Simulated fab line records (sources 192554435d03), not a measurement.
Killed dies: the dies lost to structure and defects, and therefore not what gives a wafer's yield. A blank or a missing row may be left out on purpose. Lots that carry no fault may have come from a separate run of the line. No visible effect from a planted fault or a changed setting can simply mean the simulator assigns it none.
Comparing a struck lot with a sound one :: flow n5-finfet :: 30 steps out of a route of 1938
Sound: wafers L300.2, L300.3, L300.5. Struck: wafer L313.5; the same lot's L313.1 was not struck, so it is left out; see the end for the cause.
Order at every step that has rows: each side's tool, ch and its chambers, its first start. Under that, the readings that differ: sound wafers :: struck wafers :: difference of the means :: sigmas: that difference in standard deviations of wafers without a fault.
alike: words and numbers the same on both sides, and readings whose means are apart by under 2 such deviations; not compared: readings that were withheld, readings missing a value for some wafer, numbers with overlapping values and no deviation given by the record, and bounds like >300 which may hide the same value.
A row with sigmas, a row that says differs or no value, or rows on one side alone: a step with any of these is where the two part. Numbers that have no deviation but don't overlap get no sigmas and don't part them. Lack of a reading on every wafer of one side parts them only where that side has two or more wafers.

first, 6 steps without rows for these wafers: N5_FIN_SAQP_PRECLEAN_42 (cleans in O3/DIW, time 60 s); N5_FIN_SAQP_PRECLEAN_00 (cleans in SC1, time 60 s); N5_FIN_SAQP_PRECLEAN_44 (cleans in SC2, time 45 s); N5_FIN_SAQP_SRD_01 (time 30 s); N5_FIN_SAQP_ALD_61 (deposits SiO2, target thk 4 nm, pulse time 1 s, purge time 2 s); N5_FIN_SAQP_DENSIFY_62 (time 60 s).
N5_FIN_SAQP_HM_DEP_03: deposits SiNx from SiH4/NH3/N2, target thk 38 nm, time 33.6 s.
  sound on pecvd-02 ch 0,1,2, day 3 03:22; struck on pecvd-01 ch 1, day 6 08:43
  alike: heater-power-w, showerhead-plenum-p-Torr, throttle-valve-pct
  not compared: since-wet-clean-h
N5_FIN_SAQP_THK_MEAS_05:
  struck on film-metro-01, day 6 08:48; sound on film-metro-02, day 3 03:28
  alike: thk-nm
N5_FIN_SAQP_PECVD_47: deposits a-Si from SiH4/He, target thk 45 nm, time 36.3 s.
  sound on pecvd-01 ch 0,1,2, day 3 03:29; struck on pecvd-01 ch 1, day 6 08:50
  alike: heater-power-w, showerhead-plenum-p-Torr, throttle-valve-pct
  not compared: since-wet-clean-h
N5_FIN_SAQP_PECVD_48: deposits SiNx from SiH4/NH3/N2, target thk 25 nm, time 22.1 s.
  sound on pecvd-01 ch 0,1,2, day 3 03:32; struck on pecvd-01 ch 1, day 6 08:53
  alike: heater-power-w, showerhead-plenum-p-Torr, throttle-valve-pct
  not compared: since-wet-clean-h
then, 1 step without rows for these wafers: N5_FIN_SAQP_PECVD_06 (deposits a-Si from SiH4/He, target thk 60 nm, time 48.1 s).
N5_FIN_SAQP_THK_MEAS_07:
  struck on film-metro-01, day 6 09:01; sound on film-metro-02, day 3 03:40
  alike: thk-nm
N5_FIN_SAQP_HM_DEP_72: deposits SiO2 from SiH4/N2O, target thk 12 nm, time 7.2 s.
  sound on pecvd-03 ch 0,1,2, day 3 03:42; struck on pecvd-03 ch 2, day 6 09:02
reading: model.SiO2_of_FIN_SAQP_HM_DEP_72.thk-nm (nm)
sound: 11.96 12 12.12
struck: 11.48
difference: -0.55
sigmas: 
  alike: heater-power-w, showerhead-plenum-p-Torr
  not compared: since-wet-clean-h
then, 8 steps without rows for these wafers: N5_FIN_SAQP_COAT_49 (time 60 s, resist thk 100 nm); N5_FIN_SAQP_COAT_50 (time 60 s, resist thk 35 nm); N5_FIN_SAQP_COAT_10 (resist thk 90 nm); N5_FIN_SAQP_EBR_12; N5_FIN_SAQP_SOFTBAKE_11 (time 60 s); N5_FIN_SAQP_EXPOSE_13 (exposes mask FIN CORE, target cd 35.6 nm); N5_FIN_SAQP_PEB_14 (peb time 60 s); N5_FIN_SAQP_DEVELOP_15 (develop time 30 s).
N5_FIN_SAQP_CD_MEAS_16: target cd 35.6 nm.
  sound on cd-sem-03 ch 0, day 3 04:01; struck on cd-sem-01 ch 0, day 6 09:29
  alike: cd-nm
N5_FIN_SAQP_OVL_MEAS_17:
  sound on overlay-02 ch 0, day 3 04:04; struck on overlay-01 ch 0, day 6 09:32
  alike: FIN_CORE_OVL
N5_FIN_SAQP_INSPECT_18: inspects for defects (brightfield).
  struck on defect-inspect-02, day 6 09:33; sound on defect-inspect-02, day 3 04:05
  alike: raw-defect-count
then, 1 step without rows for these wafers: N5_FIN_SAQP_DESCUM_21 (chemistry O2, time 7.9 s).
N5_FIN_SAQP_ETCH_51: etches SiARC in CF4, target depth 45.5 nm, time 75.8 s.
  sound on rie-diel-05 ch 0,2,3, day 3 04:10; struck on rie-diel-04 ch 3, day 6 09:37
reading: mfc-ar-sccm (sccm)
sound: 100.1 100.7 100.2
struck: 99.3
difference: -1.0
sigmas: -3
  alike: drypump-motor-current-A, etch-rf-on-time-s, oes-product-au, rf-vpp-V, showerhead-plenum-p-Torr, throttle-valve-pct
  not compared: rf-hours-counter-h
N5_FIN_SAQP_ETCH_52: etches SOC in N2/H2, target depth 100 nm, overetch 20 nm, time 150 s.
  sound on rie-diel-05 ch 0,2,3, day 3 04:13; struck on rie-diel-04 ch 3, day 6 09:41
  alike: drypump-motor-current-A, oes-product-au, rf-vpp-V, showerhead-plenum-p-Torr, throttle-valve-pct
  not compared: rf-hours-counter-h
then, 1 step without rows for these wafers: N5_FIN_SAQP_STRIP_53 (strips in N2/H2).
N5_FIN_SAQP_HM_OPEN_73: chemistry CHF3/O2, target SiO2, stops on a-Si, target depth 12 nm, time 16.8 s.
  sound on rie-diel-05 ch 0,2,3, day 3 04:19; struck on rie-diel-04 ch 3, day 6 09:47
reading: rf-vpp-V (V)
sound: 508 506 517
struck: 539
difference: +29
sigmas: +3

reading: model.etch.depth-nm (nm)
sound: 11.96 12 12.12
struck: 11.48
difference: -0.55
sigmas: 
  alike: CHF3_flow_sccm, drypump-motor-current-A, mfc-ar-sccm, oes-product-au, showerhead-plenum-p-Torr, throttle-valve-pct
  not compared: rf-hours-counter-h
then, 1 step without rows for these wafers: N5_FIN_SAQP_STRIP_74 (strips in CHF3/O2).

== WHERE THEY PART ==
Last at N5_FIN_SAQP_HM_OPEN_73 as far as this record goes, first at N5_FIN_SAQP_ETCH_51.

WHY: what the simulator had put in
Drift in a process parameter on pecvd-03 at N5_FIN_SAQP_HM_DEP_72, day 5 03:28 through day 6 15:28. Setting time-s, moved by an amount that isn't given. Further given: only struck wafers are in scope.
